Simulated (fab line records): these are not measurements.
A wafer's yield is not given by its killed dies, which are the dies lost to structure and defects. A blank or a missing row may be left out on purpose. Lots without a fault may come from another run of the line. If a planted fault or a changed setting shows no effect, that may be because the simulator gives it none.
Matching of chambers | flow n5 finfet | 4 sister chambers for N5_HKMG_FIN_ALD_74 on ald hk-02
The step deposits La2O3, target thk 0.5 nm, pulse time 6 s, co reactant pulse time 1 s. 4 wafers are shown with their chamber, then 12 later ones without.

## EACH WAFER AND ITS CHAMBER
wafer  | chamber | heater power w (W)
L089.3 | 0       | 371
L092.1 | 3       | 345
L092.4 | 1       | 338
L092.5 | 2       | 335

## WAFERS WITH NO CHAMBER GIVEN
wafer  | heater power w (W)
L091.1 | 338
L091.3 | 332
L091.4 | 340
L095.1 | 346
L095.3 | 372
L095.4 | 334
L096.4 | 378
L096.5 | 341
L096.6 | 379
L097.1 | 341
L097.2 | 352
L097.5 | 331

## WHICH CHAMBER EACH WENT THROUGH
wafer  | from the rows above          | in truth
L091.1 | can't be placed: 1 or 2 or 3 | 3
L091.3 | can't be placed: 2 or 1      | 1
L091.4 | can't be placed: 1 or 2 or 3 | 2
L095.1 | can't be placed: 3 or 1      | 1
L095.3 | 0                            | 0
L095.4 | can't be placed: 2 or 1      | 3
L096.4 | 0                            | 0
L096.5 | can't be placed: 1 or 3 or 2 | 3
L096.6 | 0                            | 0
L097.1 | can't be placed: 1 or 3 or 2 | 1
L097.2 | can't be placed: 3 or 1      | 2
L097.5 | can't be placed: 2 or 1      | 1
Correct placement for 3 of the 12. Not placeable from these rows: 9 (in 7, the candidates include the true chamber). 0 placed wrongly.
How it was worked out, from the rows above alone: a wafer's distance from a chamber is the root of the sum, over the readings, of the square of ((its reading less the chamber's mean) divided by the reading's scatter). The wafer belongs to the nearest chamber; if the next one is less than 2 further off, it can't be placed. For every chamber, the mean is computed from those of its wafers that are shown. The scatter: with one shown wafer a chamber, the root of the mean of the squares of how far each hidden wafer lies from its nearest shown one.
